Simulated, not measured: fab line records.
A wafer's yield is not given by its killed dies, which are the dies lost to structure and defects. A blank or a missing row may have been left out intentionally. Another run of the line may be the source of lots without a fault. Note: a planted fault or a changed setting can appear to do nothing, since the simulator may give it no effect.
Matching of chambers :: flow nand-harc :: NHARC_A_STAIRCASE_DEP_156 on pecvd-02: 3 sister chambers
The step deposits SiNx, target thk 50 nm. 3 wafers are shown with their chamber, then 8 later ones without.

## EACH WAFER AND ITS CHAMBER
wafer: L095.1
chamber: 1
heater-power-w (W): 726

wafer: L095.6
chamber: 0
heater-power-w (W): 621

wafer: L094.2
chamber: 2
heater-power-w (W): 664

## WAFERS WITH NO CHAMBER GIVEN
wafer: L094.3
heater-power-w (W): 762

wafer: L094.4
heater-power-w (W): 790

wafer: L094.1
heater-power-w (W): 633

wafer: L094.5
heater-power-w (W): 668

wafer: L094.6
heater-power-w (W): 654

wafer: L097.2
heater-power-w (W): 734

wafer: L097.5
heater-power-w (W): 753

wafer: L097.6
heater-power-w (W): 683

## WHICH CHAMBER EACH ONE RAN IN
wafer: L094.3
from the rows above: 1
in truth: 1

wafer: L094.4
from the rows above: 1
in truth: 1

wafer: L094.1
from the rows above: can't be placed: 0 or 2
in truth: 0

wafer: L094.5
from the rows above: can't be placed: 2 or 0 or 1
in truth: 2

wafer: L094.6
from the rows above: can't be placed: 2 or 0
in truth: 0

wafer: L097.2
from the rows above: 1
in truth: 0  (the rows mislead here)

wafer: L097.5
from the rows above: 1
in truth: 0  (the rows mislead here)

wafer: L097.6
from the rows above: can't be placed: 2 or 1 or 0
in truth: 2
2 of 8 placed correctly. These rows do not allow placing 4 (true chamber among the candidates in 4). Placed wrongly: 2.
How it was worked out, from the rows above alone: a wafer's distance from a chamber is the root of the sum, over the readings, of the square of ((its reading less the chamber's mean) divided by the reading's scatter). If the next closest chamber is less than 2 further off than the closest, the wafer can't be placed; otherwise it belongs to the closest. A chamber's mean is the mean of its shown wafers. The scatter (one wafer shown for each chamber): square how far every hidden wafer sits from the nearest shown wafer, average those squares and take the square root.
